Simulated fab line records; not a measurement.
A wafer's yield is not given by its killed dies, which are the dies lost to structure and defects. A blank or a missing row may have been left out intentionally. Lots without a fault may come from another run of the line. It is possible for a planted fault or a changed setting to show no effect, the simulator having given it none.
What tool caused it?    flow n5_finfet    Sampling: 24 lots, 72 wafers, 6 of 1938 route steps

## WHAT THE GAUGES READ, wafer by wafer
Not one reading of a measure or inspect step in the record can be checked against a usual standard deviation.

## TOOL THAT RAN EACH LOT (tool first, then ch and the chambers of the sampled wafers, then the start)
lot   N5_BEOL_M0_SAQP_DESCUM_45           N5_BEOL_M0_CUTY_DESCUM_61           N5_BEOL_M0_HM_OPEN_105             N5_BEOL_M0_ANNEAL_135         N5_BEOL_M0_SPUTTER_141        N5_BEOL_M1_HM_DEP_02
L074  rie_diel-05 ch 2,3, day 5 19:26     rie_diel-03 ch 1,2,3, day 5 21:05   rie_metal-01 ch 0,1, day 6 06:43   pvd_sputter-01, day 6 09:01   pvd_sputter-01, day 6 09:04   pvd_sputter-03, day 6 10:57
L075  rie_diel-04 ch 1,3, day 5 22:58     rie_diel-03 ch 1,2,3, day 6 00:36   rie_metal-02 ch 0, day 6 06:47     pvd_sputter-03, day 6 10:31   pvd_sputter-03, day 6 10:33   pvd_sputter-02, day 6 14:19
L077  rie_diel-02 ch 0,1,2, day 6 07:06   rie_diel-03 ch 0,2,3, day 6 08:29   rie_metal-01 ch 0,1, day 6 09:45   pvd_sputter-02, day 6 13:59   pvd_sputter-02, day 6 14:02   pvd_sputter-02, day 6 15:35
L078  rie_diel-02 ch 0,2,3, day 6 19:12   rie_diel-06 ch 0,1,3, day 6 21:28   rie_metal-02 ch 0, day 6 22:19     pvd_sputter-02, day 7 00:17   pvd_sputter-02, day 7 00:20   pvd_sputter-02, day 7 02:15
L079  rie_diel-02 ch 2,3, day 6 23:57     rie_diel-06 ch 0,1,3, day 7 01:25   rie_metal-02 ch 0, day 7 01:46     pvd_sputter-01, day 7 06:17   pvd_sputter-01, day 7 06:19   pvd_sputter-02, day 7 08:35
L080  rie_diel-02 ch 0,1,2, day 7 03:50   rie_diel-06 ch 1,3, day 7 05:23     rie_metal-01 ch 0,1, day 7 06:27   pvd_sputter-02, day 7 09:01   pvd_sputter-02, day 7 09:03   pvd_sputter-03, day 7 11:40
L081  rie_diel-02 ch 0,1, day 7 10:20     rie_diel-01 ch 0,1,3, day 7 11:47   rie_metal-02 ch 0, day 7 12:20     pvd_sputter-02, day 7 15:47   pvd_sputter-02, day 7 15:49   pvd_sputter-01, day 7 17:48
L082  rie_diel-04 ch 0,2, day 7 17:26     rie_diel-06 ch 0,2, day 7 18:57     rie_metal-01 ch 0,1, day 7 20:20   pvd_sputter-03, day 8 00:25   pvd_sputter-03, day 8 00:27   pvd_sputter-01, day 8 02:18
L083  rie_diel-05 ch 1,2, day 7 22:35     rie_diel-06 ch 0,3, day 7 23:50     rie_metal-01 ch 0,1, day 8 01:36   pvd_sputter-01, day 8 03:36   pvd_sputter-01, day 8 03:38   pvd_sputter-02, day 8 05:17
L084  rie_diel-02 ch 0,1, day 8 06:28     rie_diel-06 ch 0,2,3, day 8 07:52   rie_metal-02 ch 0,1, day 8 10:46   pvd_sputter-02, day 8 12:41   pvd_sputter-02, day 8 12:43   pvd_sputter-03, day 8 14:13
L085  rie_diel-05 ch 0,1, day 8 12:16     rie_diel-03 ch 0,1, day 8 14:02     rie_metal-03 ch 0,1, day 8 16:05   pvd_sputter-01, day 8 19:27   pvd_sputter-01, day 8 19:29   pvd_sputter-02, day 8 20:55
L086  rie_diel-02 ch 0,1,3, day 8 14:39   rie_diel-03 ch 0,2,3, day 8 16:52   rie_metal-02 ch 0,1, day 8 19:03   pvd_sputter-03, day 8 22:01   pvd_sputter-03, day 8 22:03   pvd_sputter-03, day 8 23:25
L087  rie_diel-04 ch 0,2, day 8 20:22     rie_diel-01 ch 0,2,3, day 8 21:51   rie_metal-03 ch 1, day 8 22:19     pvd_sputter-03, day 9 00:51   pvd_sputter-03, day 9 00:53   pvd_sputter-03, day 9 04:05
L088  rie_diel-05 ch 1,2,3, day 9 01:02   rie_diel-03 ch 1,3, day 9 02:25     rie_metal-01 ch 1, day 9 03:43     pvd_sputter-01, day 9 06:17   pvd_sputter-01, day 9 06:19   pvd_sputter-03, day 9 09:27
L089  rie_diel-04 ch 0,2,3, day 9 06:02   rie_diel-03 ch 1,2, day 9 07:39     rie_metal-01 ch 0,1, day 9 08:40   pvd_sputter-03, day 9 11:26   pvd_sputter-03, day 9 11:28   pvd_sputter-01, day 9 14:03
L090  rie_diel-02 ch 0,1,3, day 9 16:04   rie_diel-01 ch 0,3, day 9 17:43     rie_metal-01 ch 0,1, day 9 18:24   pvd_sputter-01, day 9 22:02   pvd_sputter-01, day 9 22:05   pvd_sputter-03, day 10 00:05
L091  rie_diel-05 ch 0,1,3, day 9 20:15   rie_diel-06 ch 0,1,2, day 9 21:38   rie_metal-02 ch 0,1, day 9 21:56   pvd_sputter-03, day 10 01:26  pvd_sputter-03, day 10 01:29  pvd_sputter-02, day 10 04:06
L092  rie_diel-05 ch 0,1,3, day 10 03:46  rie_diel-03 ch 0,3, day 10 05:02    rie_metal-03 ch 0,1, day 10 06:31  pvd_sputter-01, day 10 08:38  pvd_sputter-01, day 10 08:40  pvd_sputter-01, day 10 11:15
L093  rie_diel-02 ch 0,1,3, day 10 13:02  rie_diel-01 ch 0,1,2, day 10 14:17  rie_metal-03 ch 0,1, day 10 14:38  pvd_sputter-03, day 10 17:10  pvd_sputter-03, day 10 20:07  pvd_sputter-01, day 10 21:47
L076  rie_diel-02 ch 0,3, day 10 16:11    rie_diel-01 ch 1,3, day 10 17:35    rie_metal-01 ch 0,1, day 10 21:13  pvd_sputter-02, day 11 01:05  pvd_sputter-02, day 11 01:08  pvd_sputter-01, day 11 04:05
L094  rie_diel-04 ch 0,1, day 10 20:16    rie_diel-03 ch 2,3, day 10 21:41    rie_metal-01 ch 0,1, day 11 00:04  pvd_sputter-03, day 11 05:17  pvd_sputter-03, day 11 05:19  pvd_sputter-03, day 11 08:10
L095  rie_diel-05 ch 0,3, day 11 05:26    rie_diel-06 ch 0,1,3, day 11 07:08  rie_metal-02 ch 0,1, day 11 07:26  pvd_sputter-02, day 11 11:33  pvd_sputter-02, day 11 11:35  pvd_sputter-03, day 11 16:33
L097  rie_diel-04 ch 1,2, day 11 09:21    rie_diel-06 ch 0,2,3, day 11 10:37  rie_metal-02 ch 1, day 11 23:05    pvd_sputter-02, day 12 01:06  pvd_sputter-02, day 12 01:08  pvd_sputter-02, day 12 05:55
L096  rie_diel-02 ch 0,1,3, day 11 13:44  rie_diel-01 ch 0,1,3, day 11 15:07  rie_metal-03 ch 0,1, day 11 23:24  pvd_sputter-01, day 12 01:10  pvd_sputter-01, day 12 01:13  pvd_sputter-03, day 12 05:58
- N5_BEOL_M0_SAQP_DESCUM_45: chemistry O2, time 7 s.
- N5_BEOL_M0_CUTY_DESCUM_61: chemistry O2, time 7.9 s.
- N5_BEOL_M0_HM_OPEN_105: chemistry Cl2/BCl3, target TiN, target depth 12 nm.
- N5_BEOL_M0_ANNEAL_135: time 60 s.
- N5_BEOL_M0_SPUTTER_141: material Cu, target thk 4 nm, time 7.37 s.
- N5_BEOL_M1_HM_DEP_02: deposits TiN, target thk 20 nm.

## WHAT THE TOOLS THEMSELVES READ (means of the sampled wafers that have a number; where no wafer has one, the mark that the record gives instead)
N5_BEOL_M0_SAQP_DESCUM_45. Usual: bias_power_w 20.00 W, standard deviation 0.058; drypump_motor_current_A 5.6 A, standard deviation 0.36; oes_product_au 0.80 a.u., standard deviation 0.084; rf_vpp_V 243.6 V, standard deviation 1.4; showerhead_plenum_p_Torr 2.13 Torr, standard deviation 0.068; throttle_valve_pct 20.52 %, standard deviation 0.17.
lot   tool         bias_power_w (W)  drypump_motor_current_A (A)  oes_product_au (a.u.)  rf_vpp_V (V)  showerhead_plenum_p_Torr (Torr)  throttle_valve_pct (%)  flag
L074  rie_diel-05  20.01             5.6                          0.77                   241.8         2.01                             20.56                   
L075  rie_diel-04  20.02             5.3                          0.72                   243.3         2.11                             20.59                   
L077  rie_diel-02  19.98             5.8                          0.82                   243.8         2.14                             20.54                   
L078  rie_diel-02  19.98             5.6                          0.85                   244.0         2.18                             20.40                   
L079  rie_diel-02  20.03             5.7                          0.89                   244.7         2.21                             20.29                   
L080  rie_diel-02  19.95             5.8                          0.81                   243.9         2.14                             20.55                   
L081  rie_diel-02  20.06             5.9                          0.85                   243.4         2.11                             20.59                   
L082  rie_diel-04  20.02             5.1                          0.88                   244.0         2.16                             20.44                   
L083  rie_diel-05  19.99             5.8                          0.77                   242.4         2.04                             20.61                   
L084  rie_diel-02  20.01             5.7                          0.82                   242.9         2.11                             20.59                   
L085  rie_diel-05  19.97             5.4                          0.72                   244.0         2.13                             20.82                   
L086  rie_diel-02  20.05             5.8                          0.87                   243.9         2.15                             20.47                   
L087  rie_diel-04  19.94             5.3                          0.79                   245.2         2.18                             20.43                   
L088  rie_diel-05  19.99             5.8                          0.77                   242.7         2.03                             20.50                   
L089  rie_diel-04  19.99             5.2                          0.77                   243.9         2.12                             20.52                   
L090  rie_diel-02  20.00             5.8                          0.86                   244.2         2.14                             20.47                   
L091  rie_diel-05  20.00             5.5                          0.84                   243.2         2.08                             20.51                   
L092  rie_diel-05  19.94             5.5                          0.83                   243.8         2.08                             20.50                   
L093  rie_diel-02  20.05             5.7                          0.85                   245.0         2.14                             20.49                   
L076  rie_diel-02  20.00             5.6                          0.86                   244.1         2.18                             20.35                   
L094  rie_diel-04  20.03             5.3                          0.72                   243.9         2.19                             20.48                   
L095  rie_diel-05  20.03             5.3                          0.80                   241.8         2.04                             20.50                   
L097  rie_diel-04  20.04             5.0                          0.78                   243.7         2.16                             20.56                   
L096  rie_diel-02  19.98             5.8                          0.83                   243.7         2.14                             20.49                   

N5_BEOL_M0_CUTY_DESCUM_61. Usual: bias_power_w 20.00 W, standard deviation 0.052; drypump_motor_current_A 5.6 A, standard deviation 0.35; oes_product_au 0.76 a.u., standard deviation 0.062; rf_vpp_V 243.5 V, standard deviation 1.3; showerhead_plenum_p_Torr 2.12 Torr, standard deviation 0.06; throttle_valve_pct 20.5 %, standard deviation 0.32.
lot   tool         bias_power_w (W)  drypump_motor_current_A (A)  oes_product_au (a.u.)  rf_vpp_V (V)  showerhead_plenum_p_Torr (Torr)  throttle_valve_pct (%)  flag
L074  rie_diel-03  20.00             5.7                          0.77                   242.5         2.12                             20.5                    
L075  rie_diel-03  19.99             5.7                          0.77                   243.3         2.12                             20.5                    
L077  rie_diel-03  19.97             5.6                          0.73                   243.7         2.13                             20.7                    
L078  rie_diel-06  20.01             5.5                          0.77                   243.2         2.11                             20.6                    
L079  rie_diel-06  20.03             5.5                          0.76                   243.8         2.11                             20.5                    
L080  rie_diel-06  20.02             5.3                          0.71                   244.1         2.17                             20.9                    
L081  rie_diel-01  19.96             5.6                          0.84                   243.9         2.14                             20.2                    
L082  rie_diel-06  20.08             5.8                          0.82                   243.2         2.04                             20.1                    
L083  rie_diel-06  20.06             5.6                          0.79                   243.0         2.07                             20.3                    
L084  rie_diel-06  20.01             5.5                          0.78                   243.9         2.10                             20.4                    
L085  rie_diel-03  19.95             5.5                          0.73                   242.9         2.14                             20.8                    
L086  rie_diel-03  19.96             5.6                          0.72                   243.2         2.12                             20.7                    
L087  rie_diel-01  19.99             5.6                          0.80                   243.8         2.14                             20.4                    
L088  rie_diel-03  20.01             5.6                          0.76                   243.0         2.12                             20.5                    
L089  rie_diel-03  19.97             5.9                          0.76                   243.0         2.12                             20.6                    
L090  rie_diel-01  19.98             5.6                          0.85                   242.7         2.09                             20.0                    
L091  rie_diel-06  20.06             5.7                          0.78                   241.9         2.07                             20.4                    
L092  rie_diel-03  19.97             5.2                          0.80                   242.4         2.12                             20.6                    
L093  rie_diel-01  20.02             5.6                          0.74                   244.0         2.18                             20.6                    
L076  rie_diel-01  20.00             5.5                          0.78                   243.8         2.12                             20.4                    
L094  rie_diel-03  20.01             5.8                          0.71                   243.0         2.09                             20.7                    
L095  rie_diel-06  19.97             5.5                          0.73                   243.4         2.10                             20.6                    
L097  rie_diel-06  19.99             5.5                          0.77                   243.3         2.09                             20.5                    
L096  rie_diel-01  19.97             5.6                          0.80                   243.4         2.13                             20.2                    

N5_BEOL_M0_HM_OPEN_105. Usual: drypump_motor_current_A 5.6 A, standard deviation 0.36; oes_product_au 0.78 a.u., standard deviation 0.15; throttle_valve_pct 22.12 %, standard deviation 0.13.
lot   tool          drypump_motor_current_A (A)  oes_product_au (a.u.)  throttle_valve_pct (%)  flag
L074  rie_metal-01  5.7                          0.95                   22.20                   
L075  rie_metal-02  5.4                          0.66                   21.98                   
L077  rie_metal-01  5.8                          0.96                   22.19                   
L078  rie_metal-02  5.4                          0.66                   21.97                   
L079  rie_metal-02  5.4                          0.66                   21.97                   
L080  rie_metal-01  5.4                          0.93                   22.21                   
L081  rie_metal-02  5.4                          0.65                   21.98                   
L082  rie_metal-01  5.8                          0.94                   22.21                   
L083  rie_metal-01  5.4                          0.92                   22.23                   
L084  rie_metal-02  5.5                          0.76                   22.02                   
L085  rie_metal-03  5.6                          0.62                   22.03                   
L086  rie_metal-02  5.5                          0.75                   22.03                   
L087  rie_metal-03  5.3                          0.61                   21.93                   
L088  rie_metal-01  5.1                          0.89                   22.22                   
L089  rie_metal-01  5.4                          0.90                   22.22                   
L090  rie_metal-01  5.4                          0.90                   22.22                   
L091  rie_metal-02  5.6                          0.82                   22.09                   
L092  rie_metal-03  5.8                          0.63                   22.14                   
L093  rie_metal-03  5.8                          0.63                   22.16                   
L076  rie_metal-01  5.8                          0.91                   22.22                   
L094  rie_metal-01  5.4                          0.89                   22.22                   
L095  rie_metal-02  5.5                          0.73                   22.04                   
L097  rie_metal-02  5.7                          0.90                   22.12                   
L096  rie_metal-03  5.8                          0.62                   22.14                   

N5_BEOL_M0_ANNEAL_135. Usual: heater_power_w at 804 W, with a standard deviation of 63.
lot   tool            heater_power_w (W)  flag
L074  pvd_sputter-01  809                 
L075  pvd_sputter-03  799                 
L077  pvd_sputter-02  784                 
L078  pvd_sputter-02  795                 
L079  pvd_sputter-01  825                 
L080  pvd_sputter-02  788                 
L081  pvd_sputter-02  783                 
L082  pvd_sputter-03  787                 
L083  pvd_sputter-01  770                 
L084  pvd_sputter-02  793                 
L085  pvd_sputter-01  820                 
L086  pvd_sputter-03  782                 
L087  pvd_sputter-03  778                 
L088  pvd_sputter-01  880                 
L089  pvd_sputter-03  816                 
L090  pvd_sputter-01  818                 
L091  pvd_sputter-03  804                 
L092  pvd_sputter-01  809                 
L093  pvd_sputter-03  848                 
L076  pvd_sputter-02  823                 
L094  pvd_sputter-03  855                 
L095  pvd_sputter-02  812                 
L097  pvd_sputter-02  796                 
L096  pvd_sputter-01  799                 

N5_BEOL_M0_SPUTTER_141. Usual: throttle_valve_pct at 29.5 %, with a standard deviation of 1.2.
lot   tool            throttle_valve_pct (%)  flag
L074  pvd_sputter-01  30.1                    
L075  pvd_sputter-03  29.0                    
L077  pvd_sputter-02  30.3                    
L078  pvd_sputter-02  30.1                    
L079  pvd_sputter-01  30.1                    
L080  pvd_sputter-02  30.2                    
L081  pvd_sputter-02  29.6                    
L082  pvd_sputter-03  28.0                    
L083  pvd_sputter-01  29.5                    
L084  pvd_sputter-02  31.0                    
L085  pvd_sputter-01  29.8                    
L086  pvd_sputter-03  28.2                    
L087  pvd_sputter-03  29.6                    
L088  pvd_sputter-01  30.2                    
L089  pvd_sputter-03  28.4                    
L090  pvd_sputter-01  30.0                    
L091  pvd_sputter-03  29.2                    
L092  pvd_sputter-01  28.8                    
L093  pvd_sputter-03  29.2                    
L076  pvd_sputter-02  30.3                    
L094  pvd_sputter-03  28.6                    
L095  pvd_sputter-02  30.4                    
L097  pvd_sputter-02  30.9                    
L096  pvd_sputter-01  29.0                    

N5_BEOL_M1_HM_DEP_02. Usual: throttle_valve_pct at 29.5 %, with a standard deviation of 1.3.
lot   tool            throttle_valve_pct (%)  flag
L074  pvd_sputter-03  29.1                    
L075  pvd_sputter-02  30.9                    
L077  pvd_sputter-02  30.1                    
L078  pvd_sputter-02  30.3                    
L079  pvd_sputter-02  30.3                    
L080  pvd_sputter-03  28.9                    
L081  pvd_sputter-01  30.8                    
L082  pvd_sputter-01  29.6                    
L083  pvd_sputter-02  29.8                    
L084  pvd_sputter-03  27.9                    
L085  pvd_sputter-02  29.7                    
L086  pvd_sputter-03  29.3                    
L087  pvd_sputter-03  28.4                    
L088  pvd_sputter-03  28.6                    
L089  pvd_sputter-01  28.7                    
L090  pvd_sputter-03  29.7                    
L091  pvd_sputter-02  30.4                    
L092  pvd_sputter-01  29.9                    
L093  pvd_sputter-01  30.2                    
L076  pvd_sputter-01  28.7                    
L094  pvd_sputter-03  28.9                    
L095  pvd_sputter-03  29.7                    
L097  pvd_sputter-02  30.2                    
L096  pvd_sputter-03  29.2                    

## THE ANSWER, worked out from the rows above alone
Rule: a lot counts as off when the mean over its wafers that have a number is more than 3 standard deviations away from the usual mean. Also off: a lot with no number at a reading for which 4 or more lots have one. All remaining lots with rows at the step are treated as sound. The gauges are gone through in route order, then the tools' own readings, and for those a lot's mean is taken as printed above. The first step at which some lot is off is used, and at that step the reading that is off furthest; a lot without a number counts as furthest.
No lot is off on any of the readings shown, so nothing can be concluded from this.

## WHAT HAD BEEN PUT IN BY THE SIMULATOR
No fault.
